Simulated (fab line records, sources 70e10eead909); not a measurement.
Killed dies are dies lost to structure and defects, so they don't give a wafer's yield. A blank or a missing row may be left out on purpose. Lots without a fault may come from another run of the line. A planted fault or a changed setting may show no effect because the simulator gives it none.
Which tool did it? | flow nand_harc | 12 lots, 36 wafers sampled, at 3 steps of a route of 1159

WHAT THE GAUGES READ, wafer by wafer
NHARC_A_M0_OVL_MEAS_10: pitch 160 nm. Usual: overlay_x_nm 0.0 nm, standard deviation 0.66; overlay_y_nm 0.2 nm, standard deviation 0.92.
lot  | measured     | on         | overlay_x_nm (nm) | overlay_y_nm (nm) | flag
L648 | day 17 15:02 | overlay-02 | -0.5 -0.1 0.2     | -0.9 -0.5 -0.7    |
L647 | day 17 18:11 | overlay-01 | 0.1 0.2 0.7       | 0.9 0.5 0.1       |
L650 | day 18 05:02 | overlay-01 | 0.8 0.1 0.8       | 1.2 0.4 0.9       |
L651 | day 18 08:26 | overlay-02 | -0.4 0.0 -0.4     | 0.9 0.7 0.6       |
L653 | day 19 13:59 | overlay-02 | -1.4 -0.7 -0.8    | 1.1 0.8 1.0       |
L654 | day 19 20:56 | overlay-02 | 0.4 1.4 0.6       | 1.4 1.2 2.3       |
L652 | day 20 04:43 | overlay-02 | 0.5 0.4 1.2       | 0.3 -0.4 -0.3     |
L655 | day 20 06:08 | overlay-01 | -0.5 -0.1 -1.1    | 1.2 1.4 0.9       |
L660 | day 20 11:56 | overlay-01 | 0.4 -0.5 0.0      | -0.6 -0.9 -0.2    |
L662 | day 21 05:07 | overlay-02 | 0.2 0.2 -0.4      | -1.9 -1.8 -2.0    |
L661 | day 21 11:15 | overlay-02 | -0.6 -0.1 -0.2    | 0.6 0.5 1.2       |
L664 | day 21 18:02 | overlay-02 | -0.1 0.0 0.2      | -1.7 -1.1 -0.9    |

NHARC_A_M0_INSPECT_11. Usual: raw_defect_count 34, standard deviation 15.
lot  | measured     | on                | raw_defect_count | flag
L648 | day 17 15:04 | defect_inspect-01 | 23 20 20         |
L647 | day 17 18:14 | defect_inspect-02 | 22 17 19         |
L650 | day 18 05:04 | defect_inspect-01 | 24 28 38         |
L651 | day 18 08:28 | defect_inspect-01 | 29 28 30         |
L653 | day 19 14:01 | defect_inspect-01 | 21 20 19         |
L654 | day 19 20:58 | defect_inspect-01 | 25 21 35         |
L652 | day 20 04:45 | defect_inspect-01 | 48 47 49         |
L655 | day 20 06:10 | defect_inspect-02 | 32 36 27         |
L660 | day 20 11:59 | defect_inspect-01 | 31 36 30         |
L662 | day 21 05:10 | defect_inspect-01 | 56 51 55         |
L661 | day 21 11:17 | defect_inspect-02 | 17 17 16         |
L664 | day 21 18:04 | defect_inspect-01 | 50 47 59         |

WHICH TOOL RAN EACH LOT (tool, then ch and the chambers of the sampled wafers, then the start)
lot  | NHARC_A_BLC_STRIP_29
L648 | rie_diel-07 ch 0,2,3, day 17 12:07
L647 | rie_diel-05 ch 0,2, day 17 13:13
L650 | rie_diel-10 ch 0,2, day 18 00:36
L651 | rie_diel-10 ch 1,2,3, day 18 05:29
L653 | rie_diel-07 ch 0,2,3, day 19 10:55
L654 | rie_diel-05 ch 0,1,3, day 19 16:56
L652 | rie_diel-10 ch 0,1,3, day 19 22:28
L655 | rie_diel-05 ch 0,1,3, day 20 00:05
L660 | rie_diel-10 ch 0,3, day 20 06:13
L662 | rie_diel-05 ch 0,2,3, day 20 21:46
L661 | rie_diel-07 ch 1,2,3, day 21 05:31
L664 | rie_diel-10 ch 1,2, day 21 11:44
- NHARC_A_BLC_STRIP_29: strips in CF4.

WHAT THE TOOLS THEMSELVES READ (means of the sampled wafers that have a number; where no wafer has one, the mark that the record gives instead)
NHARC_A_BLC_STRIP_29. Usual: drypump_motor_current_A 5.9 A, standard deviation 0.49; oes_product_au 0.998 a.u., standard deviation 0.011; rf_vpp_V 59.2 V, standard deviation 0.84; showerhead_plenum_p_Torr 1.73 Torr, standard deviation 0.042; throttle_valve_pct 13.285 %, standard deviation 0.0094.
lot  | tool        | drypump_motor_current_A (A) | oes_product_au (a.u.) | rf_vpp_V (V) | showerhead_plenum_p_Torr (Torr) | throttle_valve_pct (%) | flag
L648 | rie_diel-07 | 6.1                         | 0.998                 | 58.7         | 1.72                            | 13.280                 |
L647 | rie_diel-05 | 6.1                         | 1.000                 | 58.7         | 1.71                            | 13.278                 |
L650 | rie_diel-10 | 6.0                         | 0.999                 | 59.6         | 1.77                            | 13.283                 |
L651 | rie_diel-10 | 5.8                         | 0.984                 | 58.7         | 1.75                            | 13.289                 |
L653 | rie_diel-07 | 6.1                         | 1.011                 | 59.5         | 1.72                            | 13.282                 |
L654 | rie_diel-05 | 6.1                         | 0.989                 | 58.6         | 1.72                            | 13.276                 |
L652 | rie_diel-10 | 5.5                         | 0.992                 | 58.2         | 1.73                            | 13.279                 |
L655 | rie_diel-05 | 6.1                         | 0.988                 | 59.7         | 1.71                            | 13.285                 |
L660 | rie_diel-10 | 5.6                         | 0.994                 | 60.4         | 1.75                            | 13.283                 |
L662 | rie_diel-05 | 6.1                         | 1.004                 | 59.3         | 1.71                            | 13.294                 |
L661 | rie_diel-07 | 6.1                         | 1.009                 | 59.1         | 1.69                            | 13.286                 |
L664 | rie_diel-10 | 5.6                         | 0.997                 | 59.2         | 1.73                            | 13.290                 |

THE ANSWER, worked out from the rows above alone
Rule: a lot is off if the mean of its wafers that have a number lies more than 3 standard deviations from the usual mean. A lot without any number at a reading at which 4 lots or more have one is off too. The other lots that the step has rows for count as sound. The gauges are gone through in route order, then the tools' own readings, and for those a lot's mean is taken as printed above. The first step at which some lot is off is used, and at that step the reading that is off furthest; a lot without a number counts as furthest.
No lot is off at any reading shown: from this, nothing can be told.

WHAT THE SIMULATOR HAD PUT IN
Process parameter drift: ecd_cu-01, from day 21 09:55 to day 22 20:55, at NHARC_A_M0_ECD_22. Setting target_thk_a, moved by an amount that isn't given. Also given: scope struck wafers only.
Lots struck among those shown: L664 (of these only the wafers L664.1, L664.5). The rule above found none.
